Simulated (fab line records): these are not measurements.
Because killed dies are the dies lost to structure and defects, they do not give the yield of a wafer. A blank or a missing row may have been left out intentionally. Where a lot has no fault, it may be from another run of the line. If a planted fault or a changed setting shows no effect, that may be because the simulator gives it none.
Lot-split experiment / flow n5Finfet / on a route of 1938 steps: 7 lots, 39 wafers read

## ON THE SPLIT
At N5_BEOL_M7_HM_DEP_02 (deposits TiN, target thk 20 nm), the setting targetThkA was moved away from the recipe's 200 angstrom on 18 of the 39 wafers read, by -58.4% to +39.9%. For the rest of the wafers, this setting stayed at what the recipe calls for.

## FROM THE SPLIT TO THE READING: what the file shows between them, 4 steps
- N5_BEOL_M7_COAT_59: time 60 s, resist thk 100 nm
- N5_BEOL_M7_COAT_60: time 60 s, resist thk 35 nm
- N5_BEOL_M7_STRIP_68: strips in N2/H2
- N5_BEOL_M7_STRIP_67: strips in CF4

## THE READING
etch.depthNm (the simulator's own value, which no gauge read), in nm, at N5_BEOL_M7_HM_OPEN_17 (chemistry Cl2/BCl3, target TiN, target depth 20 nm, overetch 6 nm). No usual value for it is given in the file. The 21 wafers here that ran the recipe average 20.049 nm, standard deviation 0.17 nm.

wafer=L080.1; tool, chamber at the split=pvdSputter-03, -; targetThkA as run, angstrom=232.3; against the recipe=+16.1%; etch.depthNm, nm=23.26; against lot-mates on the recipe=+3.293
wafer=L080.2; tool, chamber at the split=pvdSputter-03, -; targetThkA as run, angstrom=200; against the recipe=recipe; etch.depthNm, nm=20; against lot-mates on the recipe=-
wafer=L080.3; tool, chamber at the split=pvdSputter-03, -; targetThkA as run, angstrom=232.3; against the recipe=+16.1%; etch.depthNm, nm=23.38; against lot-mates on the recipe=+3.413
wafer=L080.4; tool, chamber at the split=pvdSputter-03, -; targetThkA as run, angstrom=200; against the recipe=recipe; etch.depthNm, nm=19.66; against lot-mates on the recipe=-
wafer=L080.5; tool, chamber at the split=pvdSputter-03, -; targetThkA as run, angstrom=232.3; against the recipe=+16.1%; etch.depthNm, nm=23.32; against lot-mates on the recipe=+3.353
wafer=L080.6; tool, chamber at the split=pvdSputter-03, -; targetThkA as run, angstrom=200; against the recipe=recipe; etch.depthNm, nm=20.24; against lot-mates on the recipe=-
wafer=L081.1; tool, chamber at the split=pvdSputter-02, -; targetThkA as run, angstrom=200; against the recipe=recipe; etch.depthNm, nm=19.86; against lot-mates on the recipe=-
wafer=L081.2; tool, chamber at the split=pvdSputter-02, -; targetThkA as run, angstrom=169; against the recipe=-15.5%; etch.depthNm, nm=16.75; against lot-mates on the recipe=-3.103
wafer=L081.3; tool, chamber at the split=pvdSputter-02, -; targetThkA as run, angstrom=169; against the recipe=-15.5%; etch.depthNm, nm=16.81; against lot-mates on the recipe=-3.043
wafer=L081.4; tool, chamber at the split=pvdSputter-02, -; targetThkA as run, angstrom=200; against the recipe=recipe; etch.depthNm, nm=19.94; against lot-mates on the recipe=-
wafer=L081.5; tool, chamber at the split=pvdSputter-02, -; targetThkA as run, angstrom=169; against the recipe=-15.5%; etch.depthNm, nm=16.56; against lot-mates on the recipe=-3.293
wafer=L081.6; tool, chamber at the split=pvdSputter-02, -; targetThkA as run, angstrom=200; against the recipe=recipe; etch.depthNm, nm=19.76; against lot-mates on the recipe=-
wafer=L086.1; tool, chamber at the split=pvdSputter-02, -; targetThkA as run, angstrom=200; against the recipe=recipe; etch.depthNm, nm=20.18; against lot-mates on the recipe=-
wafer=L086.2; tool, chamber at the split=pvdSputter-02, -; targetThkA as run, angstrom=279.9; against the recipe=+39.9%; etch.depthNm, nm=26.26; against lot-mates on the recipe=+6.143
wafer=L086.3; tool, chamber at the split=pvdSputter-02, -; targetThkA as run, angstrom=200; against the recipe=recipe; etch.depthNm, nm=20.16; against lot-mates on the recipe=-
wafer=L086.4; tool, chamber at the split=pvdSputter-02, -; targetThkA as run, angstrom=200; against the recipe=recipe; etch.depthNm, nm=20.01; against lot-mates on the recipe=-
wafer=L086.5; tool, chamber at the split=pvdSputter-02, -; targetThkA as run, angstrom=279.9; against the recipe=+39.9%; etch.depthNm, nm=26.11; against lot-mates on the recipe=+5.993
wafer=L086.6; tool, chamber at the split=pvdSputter-02, -; targetThkA as run, angstrom=279.9; against the recipe=+39.9%; etch.depthNm, nm=26.35; against lot-mates on the recipe=+6.233
wafer=L087.1; tool, chamber at the split=pvdSputter-02, -; targetThkA as run, angstrom=83.22; against the recipe=-58.4%; etch.depthNm, nm=8.522; against lot-mates on the recipe=-11.565
wafer=L087.2; tool, chamber at the split=pvdSputter-02, -; targetThkA as run, angstrom=83.22; against the recipe=-58.4%; etch.depthNm, nm=8.239; against lot-mates on the recipe=-11.848
wafer=L087.3; tool, chamber at the split=pvdSputter-02, -; targetThkA as run, angstrom=200; against the recipe=recipe; etch.depthNm, nm=20.08; against lot-mates on the recipe=-
wafer=L087.4; tool, chamber at the split=pvdSputter-02, -; targetThkA as run, angstrom=200; against the recipe=recipe; etch.depthNm, nm=20.16; against lot-mates on the recipe=-
wafer=L087.5; tool, chamber at the split=pvdSputter-02, -; targetThkA as run, angstrom=83.22; against the recipe=-58.4%; etch.depthNm, nm=8.554; against lot-mates on the recipe=-11.533
wafer=L087.6; tool, chamber at the split=pvdSputter-02, -; targetThkA as run, angstrom=200; against the recipe=recipe; etch.depthNm, nm=20.02; against lot-mates on the recipe=-
wafer=L093.2; tool, chamber at the split=pvdSputter-02, -; targetThkA as run, angstrom=200; against the recipe=recipe; etch.depthNm, nm=20.14; against lot-mates on the recipe=-
wafer=L093.4; tool, chamber at the split=pvdSputter-02, -; targetThkA as run, angstrom=200; against the recipe=recipe; etch.depthNm, nm=19.96; against lot-mates on the recipe=-
wafer=L093.6; tool, chamber at the split=pvdSputter-02, -; targetThkA as run, angstrom=200; against the recipe=recipe; etch.depthNm, nm=20.12; against lot-mates on the recipe=-
wafer=L092.1; tool, chamber at the split=pvdSputter-02, -; targetThkA as run, angstrom=200; against the recipe=recipe; etch.depthNm, nm=20.21; against lot-mates on the recipe=-
wafer=L092.2; tool, chamber at the split=pvdSputter-02, -; targetThkA as run, angstrom=200; against the recipe=recipe; etch.depthNm, nm=19.94; against lot-mates on the recipe=-
wafer=L092.3; tool, chamber at the split=pvdSputter-02, -; targetThkA as run, angstrom=200; against the recipe=recipe; etch.depthNm, nm=20.05; against lot-mates on the recipe=-
wafer=L092.4; tool, chamber at the split=pvdSputter-02, -; targetThkA as run, angstrom=254.8; against the recipe=+27.4%; etch.depthNm, nm=25.36; against lot-mates on the recipe=+5.293
wafer=L092.5; tool, chamber at the split=pvdSputter-02, -; targetThkA as run, angstrom=254.8; against the recipe=+27.4%; etch.depthNm, nm=25.34; against lot-mates on the recipe=+5.273
wafer=L092.6; tool, chamber at the split=pvdSputter-02, -; targetThkA as run, angstrom=254.8; against the recipe=+27.4%; etch.depthNm, nm=25.39; against lot-mates on the recipe=+5.323
wafer=L097.1; tool, chamber at the split=pvdSputter-03, -; targetThkA as run, angstrom=232.2; against the recipe=+16.1%; etch.depthNm, nm=23.37; against lot-mates on the recipe=+3.190
wafer=L097.2; tool, chamber at the split=pvdSputter-03, -; targetThkA as run, angstrom=200; against the recipe=recipe; etch.depthNm, nm=20.43; against lot-mates on the recipe=-
wafer=L097.3; tool, chamber at the split=pvdSputter-03, -; targetThkA as run, angstrom=232.2; against the recipe=+16.1%; etch.depthNm, nm=23.35; against lot-mates on the recipe=+3.170
wafer=L097.4; tool, chamber at the split=pvdSputter-03, -; targetThkA as run, angstrom=232.2; against the recipe=+16.1%; etch.depthNm, nm=23.64; against lot-mates on the recipe=+3.460
wafer=L097.5; tool, chamber at the split=pvdSputter-03, -; targetThkA as run, angstrom=200; against the recipe=recipe; etch.depthNm, nm=19.91; against lot-mates on the recipe=-
wafer=L097.6; tool, chamber at the split=pvdSputter-03, -; targetThkA as run, angstrom=200; against the recipe=recipe; etch.depthNm, nm=20.2; against lot-mates on the recipe=-

THE FIT
A straight line over all 39 wafers: etch.depthNm changes by +0.189 nm for each +1% of targetThkA; r = +0.99; the points scatter about the line by 0.46 nm.
The same after taking each lot's own level away (the mean of its wafers on the recipe; 39 wafers): +0.189 nm for each +1%; r = +0.99; scatter 0.46 nm.
That fit puts the effect of the largest move of targetThkA on the reading at 11 nm.
The lots' own levels span 19.8533 to 20.1800 nm, that is 1.9 times the standard deviation above.
So the lot-to-lot level changes the slope little: the two slopes agree.
Check: -11 nm against its lot-mates is what the line predicts for one of the wafers moved furthest among these (-58.4%) when that wafer is left out of the fit. Against them it came out at -11.6 nm.

## THE WHOLE CHAIN: every reading that the file lists as answering this split, in the file's order
step=N5_BEOL_M7_HM_DEP_02; what it does=deposits TiN, target thk 20 nm; reading=TiN_of_BEOL_M7_HM_DEP_02.thkNm (the simulator's own value, which no gauge read); change (the file's fit)=+0.199 nm for each +1% of the setting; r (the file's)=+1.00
step=N5_BEOL_M7_HM_OPEN_17; what it does=chemistry Cl2/BCl3, target TiN, target depth 20 nm, overetch 6 nm; reading=etch.depthNm (the simulator's own value, which no gauge read); change (the file's fit)=+0.188 nm for each +1% of the setting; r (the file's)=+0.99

## THE FILE'S OWN FIT
etch.depthNm changes by +0.188 nm for each +1% of targetThkA, r = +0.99.
